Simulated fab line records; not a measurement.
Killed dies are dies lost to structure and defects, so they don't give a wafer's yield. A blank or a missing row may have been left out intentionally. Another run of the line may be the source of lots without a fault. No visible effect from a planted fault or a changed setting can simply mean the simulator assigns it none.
A lot that was struck, set against a sound lot | flow nand harc | 14 steps out of a route of 1302
Sound: these wafers, L821.3, L821.4, L821.6. The struck wafers were L831.2, L831.3, L831.4. Last of all comes the cause.
Order at every step that has rows: each side's tool, ch and its chambers, its first start. Under that, the readings that differ: sound wafers | struck wafers | difference of the means | sigmas: that difference in standard deviations of wafers without a fault.
alike: same words and numbers on both sides, and readings whose means sit less than 2 such deviations apart. not compared: any withheld reading, any reading some wafer has no value for, any bound like >300 that may hide the same value, and any number with overlapping values for which the record gives no deviation.
Wherever a step has rows on one side only, a row that says differs or no value, or a row with sigmas, the two part there. Numbers that have no deviation but don't overlap get no sigmas and don't part them. A reading missing from all wafers of one side parts the sides only when that side holds two or more wafers.

first, 4 steps without rows for these wafers: NHARC_A_WL_FILL_STRIP_28 (strips in post etch residue remover, time 1200 s); NHARC_A_WL_FILL_PRECLEAN_06 (cleans in DIW, time 300 s); NHARC_A_WL_FILL_SRD_07; NHARC_A_WL_FILL_ANNEAL_08 (time 1800 s).
NHARC_A_WL_FILL_ALD_10: deposits SiO2, target thk 50 nm, pulse time 10 s, ald cycles 500.
  sound on ald hk-02 ch 0,1,2, day 22 03:41; struck on ald hk-02 ch 1,2,3, day 26 16:16
  alike: heater power w, precursor pulse height rel, susceptor temp C
NHARC_A_WL_FILL_ETCHBACK_16: etches the open film in C4F8/O2/Ar, target depth 120 nm, time 24 s.
  sound on rie diel-01 ch 0,2; struck on rie diel-01 ch 1,2,3
  alike: oes product au, rf vpp V, run length s
  not compared: rf hours counter h
NHARC_A_WL_FILL_STRIP_29: strips in O2, time 20 s.
  sound on rie diel-01 ch 0,1,3, day 22 08:23; struck on rie diel-01 ch 0,1,2, day 26 21:00
  alike: drypump motor current A, oes product au, rf vpp V, showerhead plenum p Torr, throttle valve pct
  not compared: rf hours counter h
NHARC_A_WL_FILL_ETCHBACK_17: etches the open film in Cl2/BCl3, target depth 4 nm, time 26.7 s.
  sound on rie metal-02 ch 0,1, day 22 08:31; struck on rie metal-01 ch 0,1, day 26 21:07
  alike: drypump motor current A, oes product au, run length s
  not compared: rf hours counter h
then, 3 steps without rows for these wafers: NHARC_A_WL_FILL_PRECLEAN_18 (cleans in dHF, time 30 s); NHARC_A_WL_FILL_SRD_21; NHARC_A_WL_FILL_CVD_23 (deposits poly-Si, target thk 40 nm, time 800 s).
NHARC_A_WL_FILL_ETCHBACK_26: etches the open film in HBr, target depth 52 nm, time 13.3 s.
  sound on rie si-05 ch 1,2,3, day 22 13:46; struck on rie si-06 ch 0,1,3, day 27 02:15
  reading          | sound          | struck         | difference | sigmas
  run length s (s) | 34.8 34.0 34.0 | 31.5 31.7 31.1 | -2.8       | -8
  alike: drypump motor current A, oes product au, throttle valve pct
  not compared: rf hours counter h
then, 1 step without rows for these wafers: NHARC_A_WL_FILL_PRECLEAN_30 (cleans in dHF, time 10 s).
-- record jumps: 4 days between struck wafers' starts before vs after; left off in module A_WL_FILL, resumes in module END, first step shown is number 1302 of the route --
NHARC_END_SORT_01:
  the record has rows for the struck wafers here (prober-02 ch 0, day 30 17:26) and none for the sound ones

WHERE THEY PART
Earliest at NHARC_A_WL_FILL_ETCHBACK_26; latest, in this record, at NHARC_END_SORT_01.

WHY: whatever the simulator had introduced
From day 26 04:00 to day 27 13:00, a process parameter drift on rie si-06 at NHARC_A_WL_FILL_ETCHBACK_26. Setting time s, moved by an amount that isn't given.
